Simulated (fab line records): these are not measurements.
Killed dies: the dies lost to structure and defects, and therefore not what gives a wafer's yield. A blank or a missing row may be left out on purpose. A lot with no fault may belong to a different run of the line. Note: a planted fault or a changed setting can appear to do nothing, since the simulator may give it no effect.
Matching of chambers ; flow n5 finfet ; 4 sister chambers for N5_BEOL_M5_STRIP_64 on rie diel-03
The step strips in CF4. 14 wafers are shown with their chamber, then 7 later ones without.

== WAFERS, EACH WITH ITS CHAMBER ==
wafer;chamber;drypump motor current A (A);throttle valve pct (%);showerhead plenum p Torr (Torr)
L074.2;0;4.9;13.33;1.80
L074.3;1;6.0;14.05;1.86
L074.6;0;4.9;13.35;1.80
L075.1;1;6.0;14.02;1.86
L075.2;2;5.7;13.46;1.80
L075.5;3;6.7;13.18;1.82
L077.1;3;6.7;13.20;1.82
L077.5;2;5.8;13.48;1.80
L077.6;1;6.0;14.03;1.86
L082.1;2;5.8;13.49;1.79
L082.2;3;6.7;13.21;1.82
L082.5;0;4.9;13.38;1.80
L088.1;3;6.6;13.26;1.81
L088.4;0;4.9;13.41;1.79

SIGNATURES (means of the wafers above)
reading;chamber 0;chamber 1;chamber 2;chamber 3;scatter within a chamber
drypump motor current A;4.900;6.000;5.767;6.675;0.0376
throttle valve pct;13.3675;14.0333;13.4767;13.2125;0.0284
showerhead plenum p Torr;1.7975;1.8600;1.7967;1.8175;0.00465
Rule: a wafer lies at a distance from a chamber equal to the root of the sum of squares, over the readings, of (its reading less the chamber's mean, divided by the reading's scatter). The wafer belongs to the nearest chamber; if the next one is less than 2 further off, it can't be placed. The scatter is the square root of a quotient: the sum, over the shown wafers, of each reading's squared deviation from its chamber's mean, divided by wafers minus chambers.

== WAFERS MISSING THEIR CHAMBER ==
wafer;drypump motor current A (A);throttle valve pct (%);showerhead plenum p Torr (Torr)
L088.6;6.0;14.09;1.86
L092.4;4.9;13.44;1.79
L092.5;6.6;13.29;1.81
L092.6;5.7;13.56;1.78
L097.1;6.0;14.15;1.85
L097.2;5.7;13.57;1.78
L097.3;6.6;13.33;1.81

== EACH ONE'S CHAMBER ==
wafer;from the rows above;in truth
L088.6;1;1
L092.4;0;0
L092.5;3;3
L092.6;2;2
L097.1;1;1
L097.2;2;2
L097.3;3;3
Placed correctly: 7 of 7. Can't be placed from these rows: 0. Placed wrongly: 0.
